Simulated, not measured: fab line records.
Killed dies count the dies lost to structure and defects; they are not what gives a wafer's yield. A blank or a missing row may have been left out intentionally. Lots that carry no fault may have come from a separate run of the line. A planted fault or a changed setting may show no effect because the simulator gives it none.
Split-lot experiment    flow n5-finfet    on a route of 1938 steps: 7 lots, 39 wafers read

== THE SPLIT ITSELF ==
At N5_STI_FIN_REVEAL_ETCHBACK_08 (etches SiO2 in C4F6/O2, target depth 30.5 nm, time 10.167 s), the setting time-s was moved away from the recipe's 10.167 s on 12 of the 39 wafers read, by -38.8% to +43.5%. This setting was run at the recipe's value on the other wafers.

== FROM THE SPLIT TO THE READING: what the file shows between them, 3 steps ==
- N5_STI_FIN_REVEAL_STRIP_24: strips in N2/H2, time 90 s
- N5_STI_FIN_REVEAL_PRECLEAN_25: cleans in SPM, time 90 s
- N5_STI_FIN_REVEAL_SRD_23: time 30 s

== THE READING ==
trench-depth-nm, in nm, at N5_STI_FIN_REVEAL_FIN_H_MEAS_10. Fault-free wafers of this fab line usually give 52.4 nm, standard deviation 0.78 nm.

wafer   tool, chamber at the split  time-s as run, s  against the recipe  trench-depth-nm, nm  against lot-mates on the recipe
L077.1  rie-diel-06, 3,3,0          6.22              -38.8%              41.1                 -10.8
L077.2  rie-diel-06, 0,2,1          10.167            recipe              51.9                 -
L077.3  rie-diel-06, 0,2,1          10.167            recipe              52.0                 -
L077.4  rie-diel-06, 0,2,1          10.167            recipe              51.8                 -
L077.5  rie-diel-06, 3,3,0          6.22              -38.8%              41.1                 -10.8
L077.6  rie-diel-06, 3,3,0          6.22              -38.8%              40.1                 -11.8
L078.1  rie-diel-03, 0,3,1,0,1,3    10.167            recipe              52.1                 -
L078.2  rie-diel-03, 0,3,1,0,1,3    10.167            recipe              53.3                 -
L078.3  rie-diel-03, 0,3,1,0,1,3    10.167            recipe              52.2                 -
L078.4  rie-diel-03, 0,3,1,0,1,3    10.167            recipe              51.7                 -
L078.5  rie-diel-03, 0,3,1,0,1,3    10.167            recipe              51.4                 -
L078.6  rie-diel-03, 0,3,1,0,1,3    10.167            recipe              53.3                 -
L083.1  rie-diel-03, 0,2,0          10.167            recipe              51.8                 -
L083.2  rie-diel-03, 3,1,3          12.26             +20.6%              58.8                 +6.1
L083.3  rie-diel-03, 3,1,3          12.26             +20.6%              58.0                 +5.3
L083.4  rie-diel-03, 0,2,0          10.167            recipe              53.1                 -
L083.5  rie-diel-03, 3,1,3          12.26             +20.6%              59.3                 +6.6
L083.6  rie-diel-03, 0,2,0          10.167            recipe              53.2                 -
L085.1  rie-diel-03, 2,3,0,2,3,0    10.167            recipe              53.1                 -
L085.2  rie-diel-03, 2,3,0,2,3,0    10.167            recipe              53.5                 -
L085.3  rie-diel-03, 2,3,0,2,3,0    10.167            recipe              52.5                 -
L085.4  rie-diel-03, 2,3,0,2,3,0    10.167            recipe              52.2                 -
L085.5  rie-diel-03, 2,3,0,2,3,0    10.167            recipe              52.9                 -
L085.6  rie-diel-03, 2,3,0,2,3,0    10.167            recipe              51.9                 -
L087.3  rie-diel-06, 2,0,2          10.167            recipe              52.9                 -
L087.5  rie-diel-06, 2,0,2          10.167            recipe              52.3                 -
L087.6  rie-diel-06, 2,0,2          10.167            recipe              53.2                 -
L093.1  rie-diel-02, 1,0,0          10.167            recipe              51.5                 -
L093.2  rie-diel-02, 1,0,0          10.167            recipe              52.2                 -
L093.3  rie-diel-02, 2,3,1          11.9              +17.0%              56.2                 +4.2
L093.4  rie-diel-02, 2,3,1          11.9              +17.0%              56.5                 +4.5
L093.5  rie-diel-02, 1,0,0          10.167            recipe              52.3                 -
L093.6  rie-diel-02, 2,3,1          11.9              +17.0%              56.8                 +4.8
L095.1  rie-diel-06, 3,0,1          14.59             +43.5%              68.9                 +15.9
L095.2  rie-diel-06, 1,2,0          10.167            recipe              52.3                 -
L095.3  rie-diel-06, 1,2,0          10.167            recipe              53.8                 -
L095.4  rie-diel-06, 3,0,1          14.59             +43.5%              66.2                 +13.2
L095.5  rie-diel-06, 1,2,0          10.167            recipe              52.9                 -
L095.6  rie-diel-06, 3,0,1          14.59             +43.5%              66.3                 +13.3
Rows listing several chambers each stand for several wafers; the file does not say which wafer went through which chamber.

THE FIT
A straight line over all 39 wafers: trench-depth-nm changes by +0.313 nm for each +1% of time-s; r = +0.99; the points scatter about the line by 0.85 nm.
The same after taking each lot's own level away (the mean of its wafers on the recipe; 39 wafers): +0.303 nm for each +1%; r = +0.99; scatter 0.73 nm.
According to that fit, moving time-s by its largest amount changes the reading by 13 nm.
Across the lots, their own levels run from 51.90 to 53.00 nm, a range of 1.4 times the standard deviation given above.
Hence the lot-to-lot level has little effect on the slope; both slopes agree.
Check: +12.7 nm against its lot-mates is what the line predicts for one of the wafers moved furthest among these (+43.5%) when that wafer is left out of the fit. Against them it came out at +15.9 nm.

== OTHER SPLITS ON THESE WAFERS ==
Note: prior to the reading, these wafers also went through further splits. Each is held against what the fit with the lots' levels taken away leaves over:
other split on the same wafers           wafers away from the commonest value  r with trench-depth-nm (lot level and that fit taken away)
N5_ZERO_LAYER_DEVELOP_10 develop-time-s  15                                    -0.20

== FILE'S OWN FIT ==
trench-depth-nm changes by +0.304 nm for each +1% of time-s, r = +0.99.
